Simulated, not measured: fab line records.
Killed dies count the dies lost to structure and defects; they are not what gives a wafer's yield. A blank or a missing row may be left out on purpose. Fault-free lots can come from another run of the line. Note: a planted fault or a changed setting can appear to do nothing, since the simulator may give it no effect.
fab line records	flow n5_finfet
record lots=6	wafers=18	last_day=17
route steps=1938 shown BEOL_M2@870 BEOL_M4@1111 PASSIVATION@1936
lots with no fault: from the same line, run without faults
start_h: start of the lot's first displayed wafer, in hours after the record's first day	wait_h: how many hours have passed since the lot's step before this one	" unchanged from the row above	L1.1+2: a row that stands for several wafers	- no value, or no start given	* or withheld: withheld	< > ~ a bound
route shown NAME@n: names a module that has steps shown in the file, with the first one's number in the route	usual: the fault-free wafers' mean and standard deviation	same: alike in all rows	chamber/n: place in a boat	sites: each site's reading	_std_site: the standard deviation of these	_edge_site: the outer-site mean with the inner-site mean subtracted	radius_mm: for every site, how far away it sits from the centre of the wafer	mask NAME#n: copy n	behind: the most recent tool/chamber to have shaped the wafer	hold: why the lot went on hold/how many hours it stayed there/how the hold came to an end	device: transistor that didn't switch, given as n, p or np	end of line: the route-end tests of the same wafers	where a step has no rows: the recipe by itself	killed: the dies lost at the first sort to structure and to defects; this is not the yield of the wafer	map: dies across one wafer; x = killed, . = not, _ = none there
set.NAME: the setting as run; set.NAME@STEP: as run at that earlier step	model.NAME: the simulator's own value behind a step, which no gauge read
lots at some steps of the route; a table a step, a row a wafer
services: from which hour (start_h, from the record's first day; less than 0 if before it) a tool's chamber was out of use, for how many hours, and why
## steps
# step N5_BEOL_M2_COAT_22
# recipe resist=CAR-EUV	spin_rpm=1500	resist_thk_nm=30
# step N5_BEOL_M2_EBR_24
# recipe solvent=PGMEA	ebr_width_mm=1.5
# step N5_BEOL_M2_SOFTBAKE_23
# recipe temp_c=110	time_s=60	resist=CAR-EUV
# step N5_BEOL_M2_EXPOSE_25
# recipe mask_id=V1	na=0.33	source_shape=quasar	sigma_inner=0.2	sigma_outer=0.8	polarization=unpolarized	defocus_nm=5	dose_mj=63
# step N5_BEOL_M2_PEB_26
# recipe peb_temp_c=100	peb_time_s=60	resist=CAR-EUV
# step N5_BEOL_M2_DEVELOP_27
# recipe develop_time_s=30	developer=TMAH	resist=CAR-EUV	rinse_liquid=surfactant_rinse	dry=air_spin	dev_temp_c=23
# step N5_BEOL_M2_CD_MEAS_28
# recipe target_cd_nm=26.2	landing_energy_ev=500	detector=se_inlens	target_cd_y_nm=24.1	polarity=opening
# usual cd_nm=26.19/0.24
lot.wafer	tool	chamber	start_h	wait_h	cd_nm
L114.1	cd_sem-03	0	158.33	-	25.83
L114.3	"	0	"	"	26.09
L114.4	"	0	"	"	26.07
L115.1	cd_sem-03	0	182.12	-	26.18
L115.4	"	0	"	"	26.12
L115.5	"	0	"	"	25.62
L120.1	cd_sem-01	0	202.39	-	26.27
L120.4	"	0	"	"	26.24
L120.6	"	0	"	"	26.13
L121.2	cd_sem-03	0	215.25	-	26.50
L121.3	"	0	"	"	25.71
L121.4	"	0	"	"	25.80
L130.1	cd_sem-03	0	258.57	-	26.29
L130.5	"	0	"	"	26.40
L130.6	"	0	"	"	26.21
L128.2	cd_sem-02	0	270.24	-	26.00
L128.3	"	0	"	"	26.16
L128.6	"	0	"	"	26.15
# step N5_BEOL_M2_OVL_MEAS_29
# recipe points_per_wafer=522
# usual V1_OVL=0.2/0.63
# same points_per_wafer=522
lot.wafer	tool	chamber	start_h	wait_h	V1_OVL[nm]
L114.1	overlay-02	0	158.36	0.0	1.2
L114.3	"	0	"	"	1.5
L114.4	"	0	"	"	0.7
L115.1	overlay-01	0	182.15	0.0	0.2
L115.4	"	0	"	"	0.7
L115.5	"	0	"	"	0.4
L120.1	overlay-02	0	202.42	0.0	-0.7
L120.4	"	0	"	"	0.6
L120.6	"	0	"	"	0.5
L121.2	overlay-02	0	215.28	0.0	1.1
L121.3	"	0	"	"	0.3
L121.4	"	0	"	"	0.5
L130.1	overlay-02	0	258.60	0.0	0.3
L130.5	"	0	"	"	-0.3
L130.6	"	0	"	"	-0.1
L128.2	overlay-02	0	270.27	0.0	0.4
L128.3	"	0	"	"	0.0
L128.6	"	0	"	"	0.6
# step N5_BEOL_M2_INSPECT_30
# recipe mode=adi	inspect_instrument=brightfield
# usual raw_defect_count=413/100
lot.wafer	tool	chamber	start_h	wait_h	raw_defect_count
L114.1	defect_inspect-02	-	158.42	0.1	454
L114.3	"	-	"	"	474
L114.4	"	-	"	"	502
L115.1	defect_inspect-01	-	182.21	0.1	562
L115.4	"	-	"	"	542
L115.5	"	-	"	"	269
L120.1	defect_inspect-02	-	202.48	0.1	303
L120.4	"	-	"	"	340
L120.6	"	-	"	"	493
L121.2	defect_inspect-02	-	215.33	0.0	487
L121.3	"	-	"	"	596
L121.4	"	-	"	"	358
L130.1	defect_inspect-02	-	258.66	0.1	488
L130.5	"	-	"	"	361
L130.6	"	-	"	"	384
L128.2	defect_inspect-02	-	270.32	0.0	397
L128.3	"	-	"	"	500
L128.6	"	-	"	"	338
# step N5_BEOL_M2_DESCUM_33
# recipe chemistry=O2	time_s=7	source_power_w=50	bias_power_w=20	pressure_mtorr=20	rf_frequency_hz=2.712e+07	temp_c=40	resist=CAR-EUV	o2_flow_sccm=225
# usual drypump_motor_current_A=5.6/0.47	oes_product_au=0.83/0.1	rf_fwd_power_W=49.48/0.22	rf_vpp_V=243.0/1.5	showerhead_plenum_p_Torr=2.08/0.083	throttle_valve_pct=20.35/0.22
lot.wafer	tool	chamber	start_h	wait_h	drypump_motor_current_A	oes_product_au	rf_fwd_power_W	rf_hours_counter_h	rf_vpp_V	showerhead_plenum_p_Torr	throttle_valve_pct
L114.1	rie_diel-02	2	158.46	0.0	5.4	1.01	49.76	0	245.6	2.24	20.32
L114.3	"	1	"	"	5.4	0.67	49.64	229	241.7	1.97	20.45
L114.4	"	1	"	"	5.4	0.67	49.61	-	241.4	1.97	20.45
L115.1	rie_diel-01	3	182.24	0.0	6.1	0.92	49.34	18	242.5	2.07	20.52
L115.4	"	2	"	"	5.1	1.01	49.68	1	243.2	2.06	19.91
L115.5	"	2	"	"	5.1	1.01	49.76	-	242.5	2.06	19.90
L120.1	rie_diel-06	0	202.52	0.0	5.5	0.96	49.71	13	245.0	2.24	20.31
L120.4	"	1	"	"	4.9	0.80	49.29	130	242.5	2.10	20.21
L120.6	"	1	"	"	4.9	0.79	49.47	-	242.0	2.10	20.20
L121.2	rie_diel-01	3	215.37	0.0	6.1	0.90	49.48	27	242.6	2.07	20.54
L121.3	"	0	"	"	6.0	0.77	49.52	135	243.6	2.08	20.28
L121.4	"	1	"	"	6.7	0.95	49.09	18	243.4	2.05	20.45
L130.1	rie_diel-02	2	258.70	0.0	5.4	0.90	49.50	37	245.6	2.23	20.38
L130.5	"	1	"	"	5.4	0.96	49.63	-	243.9	2.23	20.11
L130.6	"	2	"	"	5.4	0.90	49.58	-	245.3	2.23	20.37
L128.2	rie_diel-01	3	270.36	0.0	6.1	0.87	49.34	45	243.1	2.06	20.56
L128.3	"	0	"	"	6.0	0.75	49.54	153	243.1	2.07	20.34
L128.6	"	3	"	"	6.1	0.87	49.47	-	242.3	2.06	20.57
# step N5_BEOL_M2_ETCH_77
# recipe chemistry=N2/H2	target=underlayer	target_depth_a=65	mask_material=CAR-EUV	time_s=5.2	ion_energy_ev=200	pressure_mtorr=30	source_w=840	bias_w=150	n2_flow_sccm=200	h2_flow_sccm=200	ends=cleared
# usual drypump_motor_current_A=5.6/0.47	etch_rf_on_time_s=5.21/0.14	oes_product_au=0.70/0.088	rf_fwd_power_W=819.6/2.5	rf_vpp_V=523/3	showerhead_plenum_p_Torr=2.52/0.099	throttle_valve_pct=17.78/0.21
lot.wafer	tool	chamber	start_h	wait_h	drypump_motor_current_A	etch_rf_on_time_s	oes_product_au	rf_fwd_power_W	rf_hours_counter_h	rf_vpp_V	showerhead_plenum_p_Torr	throttle_valve_pct
L114.1	rie_diel-02	2	158.49	0.0	5.4	5.22	0.86	819.9	0	528	2.72	17.72
L114.3	"	1	"	"	5.4	5.36	0.56	820.1	229	522	2.39	17.80
L114.4	"	1	"	"	5.4	5.37	0.57	821.0	-	518	2.39	17.85
L115.1	rie_diel-01	3	182.28	0.0	6.1	5.10	0.77	816.2	18	522	2.49	17.74
L115.4	"	2	"	"	5.2	5.14	0.85	814.2	1	524	2.50	17.37
L115.5	"	2	"	"	5.2	5.15	0.84	818.8	-	524	2.49	17.37
L120.1	rie_diel-06	0	202.55	0.0	5.5	5.09	0.81	820.5	13	530	2.72	17.76
L120.4	"	1	"	"	4.9	5.21	0.68	821.2	130	523	2.55	17.64
L120.6	"	1	"	"	4.9	5.26	0.68	824.3	-	523	2.55	17.62
L121.2	rie_diel-01	3	215.40	0.0	6.1	5.18	0.76	820.4	27	523	2.49	17.77
L121.3	"	0	"	"	6.0	5.53	0.64	818.3	135	525	2.54	17.83
L121.4	"	1	"	"	6.7	5.18	0.77	818.5	18	521	2.49	17.85
L130.1	rie_diel-02	2	258.73	0.0	5.5	5.34	0.77	819.9	37	529	2.71	17.76
L130.5	"	1	"	"	5.4	5.42	0.81	820.6	-	529	2.70	17.46
L130.6	"	2	"	"	5.5	5.37	0.75	818.9	-	529	2.71	17.74
L128.2	rie_diel-01	3	270.39	0.0	6.1	5.08	0.74	820.8	45	522	2.48	17.81
L128.3	"	0	"	"	6.0	5.50	0.63	819.1	153	524	2.53	17.84
L128.6	"	3	"	"	6.1	5.11	0.73	819.1	-	523	2.48	17.81
# step N5_BEOL_M2_ETCH_69
# recipe chemistry=CF4	target=SiARC	target_depth_a=156	mask_material=CAR-EUV	time_s=26	ion_energy_ev=80	pressure_mtorr=40	source_w=545	bias_w=36	Ar_flow_sccm=100	cf4_flow_sccm=100	ends=cleared
# usual drypump_motor_current_A=5.6/0.47	etch_rf_on_time_s=26.0/0.72	oes_product_au=0.70/0.09	rf_fwd_power_W=532.9/2.2	rf_vpp_V=183.8/1.2	showerhead_plenum_p_Torr=2.13/0.076	throttle_valve_pct=15.53/0.22
lot.wafer	tool	chamber	start_h	wait_h	drypump_motor_current_A	etch_rf_on_time_s	oes_product_au	rf_fwd_power_W	rf_hours_counter_h	rf_vpp_V	showerhead_plenum_p_Torr	throttle_valve_pct
L114.1	rie_diel-02	2	158.51	0.0	5.4	26.0	0.88	536.3	0	184.5	2.28	15.39
L114.3	"	1	"	"	5.4	27.5	0.56	532.0	229	181.3	2.04	15.76
L114.4	"	1	"	"	5.4	27.0	0.57	534.0	-	183.5	2.04	15.77
L115.1	rie_diel-01	3	182.29	0.0	6.1	25.3	0.79	531.9	18	183.3	2.12	15.60
L115.4	"	2	"	"	5.1	25.9	0.85	536.1	1	183.0	2.11	15.09
L115.5	"	2	"	"	5.1	25.5	0.85	535.6	-	184.2	2.11	15.08
L120.1	rie_diel-06	0	202.57	0.0	5.6	25.8	0.82	529.8	13	186.4	2.27	15.35
L120.4	"	1	"	"	4.9	26.4	0.68	533.0	130	183.5	2.15	15.42
L120.6	"	1	"	"	4.9	26.5	0.67	532.2	-	183.5	2.15	15.43
L121.2	rie_diel-01	3	215.42	0.0	6.1	25.5	0.76	533.3	27	184.3	2.11	15.63
L121.3	"	0	"	"	6.0	27.0	0.65	533.1	135	183.5	2.15	15.63
L121.4	"	1	"	"	6.7	25.5	0.79	530.6	18	182.4	2.10	15.58
L130.1	rie_diel-02	2	258.75	0.0	5.4	26.4	0.76	536.3	37	185.2	2.27	15.47
L130.5	"	1	"	"	5.4	27.2	0.81	531.7	-	185.0	2.29	15.33
L130.6	"	2	"	"	5.4	26.3	0.76	534.8	-	185.4	2.27	15.49
L128.2	rie_diel-01	3	270.41	0.0	6.1	25.4	0.74	533.2	45	183.9	2.11	15.66
L128.3	"	0	"	"	5.9	27.4	0.62	534.0	153	183.9	2.15	15.66
L128.6	"	3	"	"	6.1	25.3	0.74	531.6	-	184.3	2.11	15.67
# step N5_BEOL_M2_ALD_98
# recipe material=SiO2	target_thk_a=25	temp_c=100	ald_precursor_family=BDEAS	ald_co_reactant=O2-plasma	pulse_time_s=1	co_reactant_pulse_time_s=1	purge_time_s=2	co_reactant_purge_time_s=2	ald_cycles=17	pressure_torr=2
# usual heater_power_w=77/5	precursor_pulse_height_rel=1.002/0.021	susceptor_temp_C=100.02/0.13
lot.wafer	tool	chamber	start_h	wait_h	heater_power_w	precursor_pulse_height_rel	susceptor_temp_C
L114.1	ald_sin-02	3	158.59	0.1	78	1.040	99.88
L114.3	"	0	"	"	87	1.043	100.05
L114.4	"	2	"	"	71	0.997	100.14
L115.1	ald_sin-03	3	182.82	0.5	75	1.017	99.89
L115.4	"	0	"	"	80	1.021	100.02
L115.5	"	2	"	"	77	0.995	100.08
L120.1	ald_sin-03	3	202.77	0.2	69	1.004	97.03
L120.4	"	1	"	"	73	0.976	96.76
L120.6	"	1	"	"	75	1.006	97.05
L121.2	ald_sin-03	3	215.53	0.1	70	0.989	96.99
L121.3	"	2	"	"	71	0.989	96.85
L121.4	"	0	"	"	73	1.007	96.87
L130.1	ald_sin-02	2	258.83	0.1	70	0.979	99.97
L130.5	"	2	"	"	71	0.975	99.80
L130.6	"	1	"	"	76	1.003	99.95
L128.2	ald_sin-01	1	270.97	0.5	76	0.984	100.07
L128.3	"	2	"	"	81	1.010	99.91
L128.6	"	2	"	"	83	1.025	100.10
# step N5_BEOL_M2_ETCHBACK_99
# recipe chemistry=CHF3	target=SiO2	target_depth_a=50	time_s=10.4	source_w=215	bias_w=47	Ar_flow_sccm=200	CHF3_flow_sccm=12	ion_energy_ev=100	pressure_mtorr=30
# usual drypump_motor_current_A=5.7/0.52	oes_product_au=0.83/0.11	rf_fwd_power_W=212.7/1.2	rf_vpp_V=238/4.2	showerhead_plenum_p_Torr=2.13/0.083	throttle_valve_pct=16.98/0.22
lot.wafer	tool	chamber	start_h	wait_h	drypump_motor_current_A	oes_product_au	rf_fwd_power_W	rf_hours_counter_h	rf_vpp_V	showerhead_plenum_p_Torr	throttle_valve_pct
L114.1	rie_diel-01	1	168.29	9.7	6.7	0.98	211.5	3	238	2.11	17.05
L114.3	"	3	"	"	6.1	0.93	214.4	13	239	2.13	17.08
L114.4	"	0	"	"	6.0	0.78	212.7	-	237	2.18	17.11
L115.1	rie_diel-02	2	186.51	3.6	5.4	0.95	213.5	10	243	2.30	16.93
L115.4	"	0	"	"	5.6	0.72	214.0	189	233	2.03	17.06
L115.5	"	0	"	"	5.6	0.72	214.1	-	233	2.03	17.06
L120.1	rie_diel-06	2	202.89	0.1	5.5	0.84	213.1	67	241	2.16	17.25
L120.4	"	3	"	"	5.3	0.91	212.8	24	238	2.11	16.61
L120.6	"	3	"	"	5.2	0.91	210.9	-	237	2.11	16.63
L121.2	rie_diel-01	0	216.26	0.7	6.0	0.76	214.3	135	236	2.17	17.12
L121.3	"	1	"	"	6.7	0.93	210.9	18	238	2.10	17.05
L121.4	"	2	"	"	5.1	0.96	214.4	11	243	2.11	16.54
L130.1	rie_diel-02	2	268.54	9.7	5.4	0.89	213.9	40	243	2.29	16.99
L130.5	"	1	"	"	5.4	0.95	213.6	-	243	2.31	16.84
L130.6	"	2	"	"	5.4	0.89	212.3	-	242	2.29	16.98
L128.2	rie_diel-06	1	277.35	6.3	4.9	0.77	212.4	154	246	2.16	16.93
L128.3	"	3	"	"	5.3	0.86	212.6	50	238	2.10	16.67
L128.6	"	3	"	"	5.3	0.87	211.4	-	237	2.10	16.68
# step N5_BEOL_M4_RC_MEAS_101
# usual DIBL_N=36.2/1.6	DIBL_P=36.1/2	IOFF_N=0.16/0.032	IOFF_P=0.22/0.036	ION_N=672/11	ION_P=463/7.5	SS_N=71.4/0.58	SS_P=73.2/0.67	VT_N=250/3.3	VT_P=-250/3.3
lot.wafer	tool	chamber	start_h	wait_h	DIBL_N[mV/V]	DIBL_P[mV/V]	IOFF_N[nA/um]	IOFF_P[nA/um]	ION_N[uA/um]	ION_P[uA/um]	SS_N[mV/dec]	SS_P[mV/dec]	VT_N[mV]	VT_P[mV]
L114.1	prober-01	0	200.38	0.0	40.1	39.0	0.25	0.27	700	474	72.1	73.9	242	-247
L114.3	"	0	"	"	34.9	34.1	0.13	0.19	671	463	71.4	72.9	252	-253
L114.4	"	0	"	"	34.5	33.0	0.13	0.18	664	456	71.1	72.2	251	-249
L115.1	prober-02	0	217.67	0.0	36.8	37.5	0.16	0.21	684	466	71.2	72.8	250	-251
L115.4	"	0	"	"	35.6	36.2	0.14	0.18	669	458	71.4	73.0	252	-254
L115.5	"	0	"	"	35.2	34.5	0.13	0.17	664	460	71.5	71.7	255	-255
L120.1	prober-01	0	237.90	0.0	36.6	37.0	0.17	0.26	681	470	71.9	73.4	249	-245
L120.4	"	0	"	"	37.8	38.8	0.20	0.30	680	472	71.7	73.8	244	-244
L120.6	"	0	"	"	37.1	37.5	0.19	0.28	683	477	72.1	72.7	246	-242
L121.2	prober-02	0	247.13	0.2	34.8	35.3	0.16	0.23	689	477	70.9	72.6	246	-245
L121.3	"	0	"	"	37.3	37.4	0.20	0.27	690	472	71.5	74.3	248	-245
L121.4	"	0	"	"	38.0	37.1	0.20	0.25	686	471	71.9	73.0	246	-246
L130.1	prober-02	0	294.82	0.0	34.8	34.8	0.14	0.20	667	461	70.8	72.5	252	-248
L130.5	"	0	"	"	36.3	34.7	0.16	0.19	667	459	72.1	73.4	253	-250
L130.6	"	0	"	"	35.2	34.6	0.13	0.19	668	463	71.0	73.1	254	-248
L128.2	prober-02	0	317.48	0.2	39.6	37.8	0.25	0.23	679	459	73.6	73.9	245	-249
L128.3	"	0	"	"	38.6	37.9	0.20	0.24	666	453	72.5	74.0	249	-250
L128.6	"	0	"	"	37.0	36.2	0.18	0.20	673	454	72.5	73.8	246	-253
# step N5_PASSIVATION_PROBE_49
# usual defect_limited_yield=91.4/1.3	killed_at_M0_to_M3=34/10	killed_at_M4_up=14/5.6	killed_at_contacts=13/5.9	killed_at_front_end=37/9.9	killed_at_other=3.5/2.8	killed_dies=101/15	killed_on_rim=13/3.9	killed_open=67/12	killed_short=32/6.6	sort_bin_5_function=5.0/0.81	sort_bin_6_memory=3.2/0.66	sort_n_pass=1079/15	sort_yield_pct=91.4/1.3
# same gross_dies=1180	killed_at_back_side=0	sort_bin_4_leakage[%]=0	sort_bin_8_speed[%]=0
lot.wafer	tool	chamber	start_h	wait_h	defect_limited_yield[%]	killed_at_M0_to_M3	killed_at_M4_up	killed_at_contacts	killed_at_front_end	killed_at_other	killed_dies	killed_on_rim	killed_open	killed_short	sort_bin_5_function[%]	sort_bin_6_memory[%]	sort_n_pass	sort_yield_pct[%]
L114.1	prober-01	-	311.67	0.0	90.9	51	19	11	24	2	107	14	79	27	5.7	3.1	1073	90.9
L114.3	prober-01	-	311.77	0.1	93.4	38	9	3	21	7	78	6	54	24	3.6	2.8	1102	93.4
L114.4	prober-01	-	311.82	0.2	91.4	57	14	10	20	0	101	13	72	28	5.3	3.1	1079	91.4
L115.1	prober-02	-	323.79	0.0	90.7	34	19	15	38	4	110	12	76	32	5.7	3.2	1070	90.7
L115.4	prober-02	-	323.94	0.2	89.5	31	16	18	51	8	124	19	82	38	6.4	3.7	1056	89.5
L115.5	prober-02	-	323.99	0.2	92.6	30	13	9	28	7	87	10	51	36	3.8	3.2	1093	92.6
L120.1	prober-01	-	342.28	0.0	91.5	33	12	18	35	2	100	12	62	37	5.6	2.5	1080	91.5
L120.4	prober-01	-	342.43	0.2	90.7	22	17	25	45	1	110	14	75	35	5.4	3.6	1070	90.7
L120.6	prober-01	-	342.53	0.3	91.7	34	8	19	36	1	98	9	68	30	4.5	3.3	1082	91.7
L128.2	prober-02	-	418.70	0.6	89.3	34	23	13	55	1	126	13	88	38	6.1	4.6	1054	89.3
L128.3	prober-02	-	418.75	0.7	90.3	23	29	28	33	2	115	10	88	26	5.8	3.8	1065	90.3
L128.6	prober-02	-	418.90	0.8	89.2	35	28	13	48	4	128	20	99	27	6.7	3.7	1052	89.2
# killed by level:class
L114.1 BEOL_M3:geometric_particle:open=22 BEOL_M4:geometric_particle:open=10 STI_FIN_REVEAL:geometric_particle:open=9 BEOL_M0_SAQP:geometric_particle:open=8 MOL_CONTACT_COAG:geometric_particle:open=7 BEOL_M1:geometric_particle:open=5 BEOL_M0_SAQP:geometric_particle:short=5 BEOL_M2:geometric_particle:open=5
L114.3 BEOL_M3:geometric_particle:open=15 BEOL_M0_SAQP:geometric_particle:open=10 ILD0:geometric_particle:open=5 BEOL_M4:geometric_particle:open=5 BEOL_M0_SAQP:geometric_particle:short=4 PASS1_DEP:geometric_particle:open=4 FIN_SAQP:geometric_particle:short=3 BEOL_M3:geometric_particle:short=3
L114.4 BEOL_M2:geometric_particle:open=16 BEOL_M0_SAQP:geometric_particle:short=13 BEOL_M3:geometric_particle:open=10 BEOL_M0_SAQP:geometric_particle:open=10 MOL_CONTACT_COAG:geometric_particle:open=9 BEOL_M4:geometric_particle:open=8 FIN_SAQP:geometric_particle:open=5 BEOL_M5:geometric_particle:open=4
L115.1 STI_FIN_REVEAL:geometric_particle:open=13 MOL_CONTACT_COAG:geometric_particle:open=13 BEOL_M0_SAQP:geometric_particle:short=10 BEOL_M4:geometric_particle:open=9 BEOL_M2:geometric_particle:open=7 GATE_CUT:geometric_particle:short=5 GATE_CUT:geometric_particle:open=4 BEOL_M0_SAQP:geometric_particle:open=4
L115.4 MOL_CONTACT_COAG:geometric_particle:open=16 STI_FIN_REVEAL:geometric_particle:open=14 FIN_SAQP:geometric_particle:short=13 BEOL_M2:geometric_particle:open=12 FIN_SAQP:geometric_particle:open=5 BEOL_M1:geometric_particle:open=5 BEOL_M4:geometric_particle:open=5 BEOL_M0_SAQP:geometric_particle:open=4
L115.5 MOL_CONTACT_COAG:geometric_particle:open=9 FIN_SAQP:geometric_particle:short=6 BEOL_M0_SAQP:geometric_particle:open=6 FIN_SAQP:geometric_particle:open=5 BEOL_M2:geometric_particle:open=5 BEOL_M0_SAQP:geometric_particle:short=5 BEOL_M3:geometric_particle:open=5 GATE_CUT:geometric_particle:short=4
L120.1 MOL_CONTACT_COAG:geometric_particle:open=15 FIN_SAQP:geometric_particle:short=10 BEOL_M1:geometric_particle:open=10 FIN_SAQP:geometric_particle:open=9 BEOL_M3:geometric_particle:open=7 BEOL_M0_SAQP:geometric_particle:short=4 BEOL_M4:geometric_particle:open=4 DUMMY_GATE:geometric_particle:open=3
L120.4 MOL_CONTACT_COAG:geometric_particle:open=21 FIN_SAQP:geometric_particle:short=19 FIN_SAQP:geometric_particle:open=9 BEOL_M0_SAQP:geometric_particle:open=6 BEOL_M4:geometric_particle:open=5 STI_FIN_REVEAL:geometric_particle:open=4 DUMMY_GATE:geometric_particle:open=4 MOL_CONTACT_COAG:geometric_particle:short=4
L120.6 MOL_CONTACT_COAG:geometric_particle:open=12 BEOL_M3:geometric_particle:open=10 STI_FIN_REVEAL:geometric_particle:open=8 BEOL_M0_SAQP:geometric_particle:open=8 FIN_SAQP:geometric_particle:short=7 MOL_CONTACT_COAG:geometric_particle:short=7 BEOL_M0_SAQP:geometric_particle:short=5 BEOL_M1:geometric_particle:open=5
L128.2 STI_FIN_REVEAL:geometric_particle:open=15 BEOL_M4:geometric_particle:open=14 FIN_SAQP:geometric_particle:open=13 BEOL_M3:geometric_particle:open=11 MOL_CONTACT_COAG:geometric_particle:open=9 FIN_SAQP:geometric_particle:short=7 BEOL_M0_SAQP:geometric_particle:short=6 BEOL_M2:geometric_particle:open=5
L128.3 MOL_CONTACT_COAG:geometric_particle:open=24 BEOL_M4:geometric_particle:open=16 DUMMY_GATE:geometric_particle:open=9 FIN_SAQP:geometric_particle:open=5 STI_FIN_REVEAL:geometric_particle:open=4 STARTING-WAFER:geometric_particle:short=4 MOL_CONTACT_COAG:geometric_particle:short=4 BEOL_M0_SAQP:geometric_particle:short=4
L128.6 STI_FIN_REVEAL:geometric_particle:open=15 BEOL_M2:geometric_particle:open=13 MOL_CONTACT_COAG:geometric_particle:open=12 BEOL_M4:geometric_particle:open=11 BEOL_M3:geometric_particle:open=9 FIN_SAQP:geometric_particle:open=6 DUMMY_GATE:geometric_particle:open=6 BEOL_M7:geometric_particle:open=6
## services
tool	chamber	start_h	hours	kind
rie_diel-02	2	139.13	-	clean
rie_diel-02	2	139.13	-	consumable_replace:focus_ring
rie_diel-02	2	139.13	-	consumable_replace:showerhead
rie_diel-02	2	139.13	19.0	scheduled_down
rie_diel-02	2	139.13	19.0	vent_cycle
rie_diel-01	1	141.67	-	clean
rie_diel-01	1	141.67	-	consumable_replace:focus_ring
rie_diel-01	1	141.67	20.2	scheduled_down
rie_diel-01	1	141.67	20.2	vent_cycle
rie_diel-02	3	143.67	19.0	repair
ald_sin-01	-	157.02	14.6	pm
rie_diel-01	2	162.14	-	clean
rie_diel-01	2	162.14	-	consumable_replace:focus_ring
rie_diel-01	2	162.14	15.7	scheduled_down
rie_diel-01	2	162.14	15.7	vent_cycle
ald_sin-01	-	176.75	14.0	pm
ald_sin-01	2	197.06	3.2	repair
rie_diel-02	1	209.60	1.2	repair
rie_diel-06	2	212.80	6.6	repair
rie_diel-01	0	231.78	6.0	repair
ald_sin-03	-	237.07	0.9	repair
rie_diel-02	0	262.90	4.5	repair
ald_sin-02	-	268.31	14.0	pm
ald_sin-03	2	275.70	5.3	repair
## key
first_sign step=N5_BEOL_M2_ALD_98	reading=susceptor_temp_C	direction=down	sigmas=24	usual=*	struck=*
effect none on later readings
met_at N5_BEOL_M2_ALD_98
struck_wafers L120.1,L120.4,L120.6,L121.2,L121.3,L121.4
onset_between 182.82 202.77
fault kind=process_parameter_drift	tool=ald_sin-03	chamber=-	onset_h=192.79	steps=N5_BEOL_M2_ALD_98	channel=temp_c	offset=*	shape=step	end_h=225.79	acts_in=*	stated=*
